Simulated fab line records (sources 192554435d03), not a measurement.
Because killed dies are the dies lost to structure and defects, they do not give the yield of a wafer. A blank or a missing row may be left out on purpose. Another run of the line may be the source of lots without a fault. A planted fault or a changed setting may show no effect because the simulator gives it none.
Chamber matching || flow n5 finfet || N5_SD_EPI_N_ETCH_45 on rie diel-04 has 4 sister chambers
The step etches SiOCN in CH3F/O2, target depth 6 nm. 8 wafers are shown with their chamber, then 8 later ones without.

WAFERS WITH THEIR CHAMBER
{"wafer": "L078.4", "chamber": 1, "drypump motor current A (A)": 5.1, "throttle valve pct (%)": 23.23}
{"wafer": "L082.1", "chamber": 2, "drypump motor current A (A)": 6.1, "throttle valve pct (%)": 23.07}
{"wafer": "L082.5", "chamber": 0, "drypump motor current A (A)": 5.3, "throttle valve pct (%)": 23.24}
{"wafer": "L082.6", "chamber": 3, "drypump motor current A (A)": 6.0, "throttle valve pct (%)": 23.53}
{"wafer": "L084.2", "chamber": 0, "drypump motor current A (A)": 5.3, "throttle valve pct (%)": 23.24}
{"wafer": "L084.3", "chamber": 2, "drypump motor current A (A)": 6.1, "throttle valve pct (%)": 23.07}
{"wafer": "L084.5", "chamber": 3, "drypump motor current A (A)": 6.0, "throttle valve pct (%)": 23.55}
{"wafer": "L088.1", "chamber": 1, "drypump motor current A (A)": 5.0, "throttle valve pct (%)": 22.94}

WAFERS MISSING THEIR CHAMBER
{"wafer": "L088.4", "drypump motor current A (A)": 6.1, "throttle valve pct (%)": 23.07}
{"wafer": "L088.6", "drypump motor current A (A)": 5.0, "throttle valve pct (%)": 22.92}
{"wafer": "L090.1", "drypump motor current A (A)": 5.0, "throttle valve pct (%)": 22.95}
{"wafer": "L090.5", "drypump motor current A (A)": 5.3, "throttle valve pct (%)": 23.25}
{"wafer": "L090.6", "drypump motor current A (A)": 6.1, "throttle valve pct (%)": 23.08}
{"wafer": "L096.2", "drypump motor current A (A)": 5.0, "throttle valve pct (%)": 22.96}
{"wafer": "L096.4", "drypump motor current A (A)": 6.1, "throttle valve pct (%)": 23.08}
{"wafer": "L096.6", "drypump motor current A (A)": 5.3, "throttle valve pct (%)": 23.26}

CHAMBER TAKEN BY EACH
{"wafer": "L088.4", "from the rows above": 2, "in truth": 2}
{"wafer": "L088.6", "from the rows above": 1, "in truth": 1}
{"wafer": "L090.1", "from the rows above": 1, "in truth": 1}
{"wafer": "L090.5", "from the rows above": 0, "in truth": 0}
{"wafer": "L090.6", "from the rows above": 2, "in truth": 2}
{"wafer": "L096.2", "from the rows above": 1, "in truth": 1}
{"wafer": "L096.4", "from the rows above": 2, "in truth": 2}
{"wafer": "L096.6", "from the rows above": 0, "in truth": 0}
8 of 8 placed correctly. From these rows, 0 cannot be placed. 0 placed wrongly.
How it was worked out, from the rows above alone: a wafer's distance from a chamber is the root of the sum, over the readings, of the square of ((its reading less the chamber's mean) divided by the reading's scatter). The wafer belongs to the nearest chamber; if the next one is less than 2 further off, it can't be placed. A chamber's mean is the mean of its shown wafers. The scatter is the square root of a quotient: the sum, over the shown wafers, of each reading's squared deviation from its chamber's mean, divided by wafers minus chambers.
